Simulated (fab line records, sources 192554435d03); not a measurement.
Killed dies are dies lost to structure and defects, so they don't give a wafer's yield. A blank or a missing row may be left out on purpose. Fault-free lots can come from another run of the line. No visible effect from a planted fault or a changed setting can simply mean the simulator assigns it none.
Chamber matching    flow n5Finfet    rieDiel-05 running N5_BEOL_M1_ETCH_64: 4 sister chambers
The step etches SOC in N2/H2, target depth 75 nm, overetch 15 nm, time 112.5 s. 4 wafers are shown with their chamber, then 8 later ones without.

WAFERS WITH THEIR CHAMBER
wafer   chamber  drypumpMotorCurrentA (A)
L088.3  3        5.1
L092.1  1        5.6
L092.2  2        6.0
L093.1  0        5.8

WAFERS MISSING THEIR CHAMBER
wafer   drypumpMotorCurrentA (A)
L093.4  5.6
L093.6  5.8
L094.1  5.8
L094.2  5.6
L094.5  6.0
L095.2  5.6
L095.5  5.2
L095.6  6.0

THE CHAMBER EACH PASSED THROUGH
wafer   from the rows above  in truth
L093.4  1                    1
L093.6  0                    0
L094.1  0                    0
L094.2  1                    1
L094.5  2                    2
L095.2  1                    1
L095.5  3                    3
L095.6  2                    2
Placed correctly: 8 of 8. Not placeable from these rows: 0. 0 placed wrongly.
How it was worked out, from the rows above alone: a wafer's distance from a chamber is the root of the sum, over the readings, of the square of ((its reading less the chamber's mean) divided by the reading's scatter). The wafer belongs to the nearest chamber; if the next one is less than 2 further off, it can't be placed. The mean given for a chamber averages the wafers shown for that chamber. The scatter: root of mean squared gap, hidden wafer to nearest shown wafer, with one shown wafer a chamber.
